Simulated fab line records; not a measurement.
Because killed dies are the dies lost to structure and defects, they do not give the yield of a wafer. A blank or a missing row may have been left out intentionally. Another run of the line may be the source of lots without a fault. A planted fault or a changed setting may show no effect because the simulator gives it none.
8D (eight disciplines) problem report, filled in by code    flow n5 finfet    the parts of the form that need people (team, actions taken, sign-off) are left out

## 1. THE ISSUE
heater power total W at N5_WELL_APT_PEB_23 reads a mean of 180.7 W on 3 wafers of 2 lots; wafers without a fault read 172.5 W with a standard deviation of 0.8. That is +10 standard deviations from the usual mean.
The step: peb time 90 s.
Earliest sighting: wafer L901.1 on litho track-03 at day 6 02:52. The record has a number at this step for 18 wafers belonging to 6 lots. By rule, "out" or "out of limits" means more than 4 standard deviations away from the usual mean. All remaining wafers that have a number are taken as sound.

## 2. WHAT IT IS, AND WHAT IT ISN'T
question                     is                      is not
which readings at this step  heater power total W    -
which lots                   L901, L902              L883, L896, L903, L904
which wafers of those lots   L901.1, L901.3, L902.3  L901.5, L902.2, L902.5
read on which tools          litho track-03          litho track-01, litho track-04
when                         from day 6 02:52        up to then (7 sound wafers); but 8 sound wafers of L902, L903, L904 came after

## 3. THE SUSPECTS, EACH WITH WHAT RULES IT OUT
Counting: if a tool at a process step up to the reading ran every lot that is out, it stays a suspect. Sound lots after the first of them don't rule it out here, since some wafers of a struck lot are sound.
- litho track-03 at N5_WELL_APT_PEB_23 (peb time 90 s): kept. Every lot that is out went through it, the first being L901 (day 6 02:52); the last sound lot it ran before that was L896 (day 4 21:11). Its own heater power total W readings are out on those wafers.
After counting, what remains is litho track-03 at N5_WELL_APT_PEB_23.

## 4. THE CAUSE (what the simulator had put in)
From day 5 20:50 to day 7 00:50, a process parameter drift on litho track-03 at N5_WELL_APT_PEB_23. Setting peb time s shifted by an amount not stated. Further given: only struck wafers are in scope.
The count eliminated every tool but this one.

## 5. THE CHAIN OF EFFECTS, in route order
Each row: a reading where the mean over the struck wafers with a number is more than 3 standard deviations away from the usual. Only readings for which the record gives a usual standard deviation are gone through. hours: the time from each lot's start at the first step in this table that gives one to its start at this step, as a median over the lots. sigmas: the change in usual standard deviations.
hours  step                reading               usual    on struck wafers  change  sigmas
0      N5_WELL_APT_PEB_23  heater power total W  172.5 W  180.7             +8.2    +10
Here are the process steps it includes:
- N5_WELL_APT_PEB_23: peb time 90 s.
Readings that are blank on the struck wafers while sound wafers have them: plate temp C at N5_WELL_APT_PEB_23.
At these later measuring or inspecting steps, every struck wafer for which the step has a row has a number for every such reading, and none has moved that far: N5_WELL_APT_CD_MEAS_25, N5_WELL_APT_OVL_MEAS_26, N5_WELL_APT_INSPECT_27.

## 6. WHAT WOULD HAVE CAUGHT IT SOONER
In this record no reading fell out of limits until day 6 02:52, 6 hours after the fault had begun at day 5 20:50.
